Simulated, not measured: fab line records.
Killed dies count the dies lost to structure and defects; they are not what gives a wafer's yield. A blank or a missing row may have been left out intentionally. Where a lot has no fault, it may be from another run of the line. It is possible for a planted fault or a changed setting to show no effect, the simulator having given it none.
Matching of chambers :: flow n5-finfet :: ald-sin-02 running N5_BEOL_M0_SAQP_SPACER1_ALD_98: 4 sister chambers
The step deposits SiO2, target thk 12.8 nm, pulse time 1 s, purge time 2 s. 8 wafers are shown with their chamber, then 12 later ones without.

EACH WAFER AND ITS CHAMBER
wafer: L085.3
chamber: 0
heater-power-w (W): 456
precursor-pulse-height-rel: 1.020

wafer: L086.1
chamber: 1
heater-power-w (W): 440
precursor-pulse-height-rel: 0.996

wafer: L086.5
chamber: 2
heater-power-w (W): 477
precursor-pulse-height-rel: 1.003

wafer: L087.2
chamber: 2
heater-power-w (W): 484
precursor-pulse-height-rel: 1.012

wafer: L087.6
chamber: 1
heater-power-w (W): 433
precursor-pulse-height-rel: 0.990

wafer: L088.1
chamber: 0
heater-power-w (W): 459
precursor-pulse-height-rel: 0.980

wafer: L088.3
chamber: 3
heater-power-w (W): 549
precursor-pulse-height-rel: 1.000

wafer: L088.5
chamber: 3
heater-power-w (W): 558
precursor-pulse-height-rel: 0.982

WAFERS WITH NO CHAMBER GIVEN
wafer: L089.1
heater-power-w (W): 442
precursor-pulse-height-rel: 0.982

wafer: L089.2
heater-power-w (W): 470
precursor-pulse-height-rel: 0.978

wafer: L089.3
heater-power-w (W): 470
precursor-pulse-height-rel: 0.985

wafer: L092.2
heater-power-w (W): 555
precursor-pulse-height-rel: 1.012

wafer: L092.4
heater-power-w (W): 466
precursor-pulse-height-rel: 1.018

wafer: L092.6
heater-power-w (W): 434
precursor-pulse-height-rel: 0.975

wafer: L095.1
heater-power-w (W): 429
precursor-pulse-height-rel: 1.020

wafer: L095.3
heater-power-w (W): 571
precursor-pulse-height-rel: 1.006

wafer: L095.5
heater-power-w (W): 430
precursor-pulse-height-rel: 0.977

wafer: L097.2
heater-power-w (W): 463
precursor-pulse-height-rel: 1.030

wafer: L097.3
heater-power-w (W): 567
precursor-pulse-height-rel: 1.035

wafer: L097.5
heater-power-w (W): 433
precursor-pulse-height-rel: 1.022

CHAMBER TAKEN BY EACH
wafer: L089.1
from the rows above: 1
in truth: 1

wafer: L089.2
from the rows above: can't be placed: 2 or 0
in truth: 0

wafer: L089.3
from the rows above: can't be placed: 2 or 0
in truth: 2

wafer: L092.2
from the rows above: 3
in truth: 3

wafer: L092.4
from the rows above: can't be placed: 0 or 2
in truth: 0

wafer: L092.6
from the rows above: 1
in truth: 1

wafer: L095.1
from the rows above: 1
in truth: 1

wafer: L095.3
from the rows above: 3
in truth: 3

wafer: L095.5
from the rows above: 1
in truth: 1

wafer: L097.2
from the rows above: can't be placed: 0 or 2
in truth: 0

wafer: L097.3
from the rows above: 3
in truth: 3

wafer: L097.5
from the rows above: 1
in truth: 1
Placed correctly: 8 of 12. These rows do not allow placing 4 (true chamber among the candidates in 4). Wrongly placed: 0.
How it was worked out, from the rows above alone: a wafer's distance from a chamber is the root of the sum, over the readings, of the square of ((its reading less the chamber's mean) divided by the reading's scatter). If the next closest chamber is less than 2 further off than the closest, the wafer can't be placed; otherwise it belongs to the closest. For every chamber, the mean is computed from those of its wafers that are shown. The scatter: the root of (the sum of the squares of (reading less its chamber's mean) over the shown wafers, divided by (wafers less chambers)).
